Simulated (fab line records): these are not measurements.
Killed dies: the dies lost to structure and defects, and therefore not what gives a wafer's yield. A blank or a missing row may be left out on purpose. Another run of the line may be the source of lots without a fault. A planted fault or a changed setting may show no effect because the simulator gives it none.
Chamber matching -- flow nand-harc -- pecvd-03 running NHARC_A_SGD_CUT_DEP_00: 3 sister chambers
The step deposits SiNx, target thk 50 nm. 3 wafers are shown with their chamber, then 8 later ones without.

## WAFERS, EACH WITH ITS CHAMBER
wafer,chamber,heater-power-outer-w (W)
L088.3,0,398
L092.5,2,381
L094.3,1,400

## WAFERS WITH NO CHAMBER GIVEN
wafer,heater-power-outer-w (W)
L094.4,341
L094.6,401
L095.3,353
L095.5,346
L095.6,467
L097.3,368
L097.4,353
L097.5,360

## WHICH CHAMBER EACH WENT THROUGH
wafer,from the rows above,in truth
L094.4,can't be placed: 2 or 0 or 1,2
L094.6,can't be placed: 1 or 0 or 2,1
L095.3,can't be placed: 2 or 0 or 1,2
L095.5,can't be placed: 2 or 0 or 1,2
L095.6,can't be placed: 1 or 0 or 2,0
L097.3,can't be placed: 2 or 0 or 1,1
L097.4,can't be placed: 2 or 0 or 1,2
L097.5,can't be placed: 2 or 0 or 1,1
Correct placement for 0 of the 8. Not placeable from these rows: 8 (in 8, the candidates include the true chamber). 0 placed wrongly.
How it was worked out, from the rows above alone: a wafer's distance from a chamber is the root of the sum, over the readings, of the square of ((its reading less the chamber's mean) divided by the reading's scatter). If the next closest chamber is less than 2 further off than the closest, the wafer can't be placed; otherwise it belongs to the closest. A chamber's mean is the mean of its shown wafers. The scatter (one wafer shown for each chamber): square how far every hidden wafer sits from the nearest shown wafer, average those squares and take the square root.
